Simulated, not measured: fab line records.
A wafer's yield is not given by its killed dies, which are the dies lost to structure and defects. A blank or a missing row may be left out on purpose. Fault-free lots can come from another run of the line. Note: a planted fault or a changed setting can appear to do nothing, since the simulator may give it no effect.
8D (eight disciplines) problem report, filled in by code || flow n5_finfet || the parts of the form that need people (team, actions taken, sign-off) are left out

1. THE ISSUE
At N5_BEOL_M3_OCD_MEAS_38, trench_depth_nm averages 46.7 nm over 3 wafers from 3 lots, while fault-free wafers read 55.5 nm, standard deviation 0.8. Measured from the usual mean, that is -11 standard deviations.
Seen first at day 13 08:37 on ocd-02, wafer L863.1. The record has a number at this step for 24 wafers belonging to 9 lots. By rule, "out" or "out of limits" means more than 4 standard deviations away from the usual mean. The rest of the wafers with a number are treated as sound.

2. WHAT IT IS, AND WHAT IT ISN'T
{"question": "which readings at this step", "is": "trench_depth_nm", "is not": "-"}
{"question": "which lots", "is": "L863, L868, L869", "is not": "L847, L854, L857, L858, L859, L860"}
{"question": "which wafers of those lots", "is": "L863.1, L868.1, L869.2", "is not": "L863.3, L868.6, L869.6"}
{"question": "read on which gauges", "is": "ocd-01, ocd-02", "is not": "-"}
{"question": "when", "is": "from day 13 08:37", "is not": "up to then (19 sound wafers); but 2 sound wafers of L868, L869 came after"}

3. WHAT RULES OUT EACH SUSPECT
Counting: any tool at a process step up to the reading remains a suspect provided it ran every lot that is out. Sound lots after the first of them don't rule it out here, since some wafers of a struck lot are sound.
- ruled out: the gauge at N5_BEOL_M3_OCD_MEAS_38. 2 gauges (ocd-01, ocd-02) read the wafers that are out.
- rie_diel-01 at N5_BEOL_M3_VIA_ETCH_34 (etches the open film in C4F6/O2, target depth 69.4 nm, time 65.9 s): kept. Ran every lot that is out, first one L863 (day 13 08:22); last sound lot up to then L860 (day 12 14:08).
- rie_diel-01 at N5_BEOL_M3_TRENCH_ETCH_37 (etches SiOC in C4F6/O2, target depth 55.555 nm, time 29.2 s): kept. Ran every lot that is out, first one L863 (day 13 08:28); last sound lot up to then L860 (day 12 14:14).
- rie_diel-01 at N5_BEOL_M3_ETCH_41 (etches SiCN in CH3F/O2, target depth 29.9 nm, time 52.5 s): kept. Ran every lot that is out, first one L863 (day 13 08:37); last sound lot up to then L860 (day 12 14:23). Because N5_BEOL_M3_ETCH_41 lacks a start for some lots, the hours and order of its lots are taken from N5_BEOL_M3_OCD_MEAS_38.
Still standing after the count: rie_diel-01 at N5_BEOL_M3_VIA_ETCH_34, rie_diel-01 at N5_BEOL_M3_TRENCH_ETCH_37, rie_diel-01 at N5_BEOL_M3_ETCH_41.

4. THE CAUSE (what the simulator had put in)
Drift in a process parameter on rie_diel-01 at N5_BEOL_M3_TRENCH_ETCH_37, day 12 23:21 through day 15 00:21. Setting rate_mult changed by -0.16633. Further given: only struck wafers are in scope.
Of the 3 suspects that counting leaves, this tool is one.

5. SEQUENCE OF EFFECTS, ordered by route
Rows list readings where the struck wafers' mean (over those with a number) sits beyond 3 standard deviations from the usual. Scope: only readings with a usual standard deviation given in the record; hours: median across lots of the time from each lot's start at the first step in this table that gives one to its start at this step; sigmas: change in usual standard deviations.
{"hours": 0, "step": "N5_BEOL_M3_OCD_MEAS_38", "reading": "trench_depth_nm", "usual": "55.5 nm", "on struck wafers": 46.7, "change": -8.8, "sigmas": -11}
At these later measuring or inspecting steps, every struck wafer for which the step has a row has a number for every such reading, and none has moved that far: N5_BEOL_M4_RC_MEAS_101.

6. WHAT WOULD HAVE CAUGHT IT SOONER
9 hours passed between the start of the fault at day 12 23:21 and the first reading out of limits at a measuring or inspecting step in this record, taken at day 13 08:37.
An alarm limit of 4 standard deviations would not have fired on the tool readings at N5_BEOL_M3_TRENCH_ETCH_37 for which the record gives a usual standard deviation, since none of them was out on any struck wafer.
Lots out: 3; of these, L869, L868 started N5_BEOL_M3_TRENCH_ETCH_37 on rie_diel-01 after day 13 08:37. A hold on the tool at that time would have spared those 2.
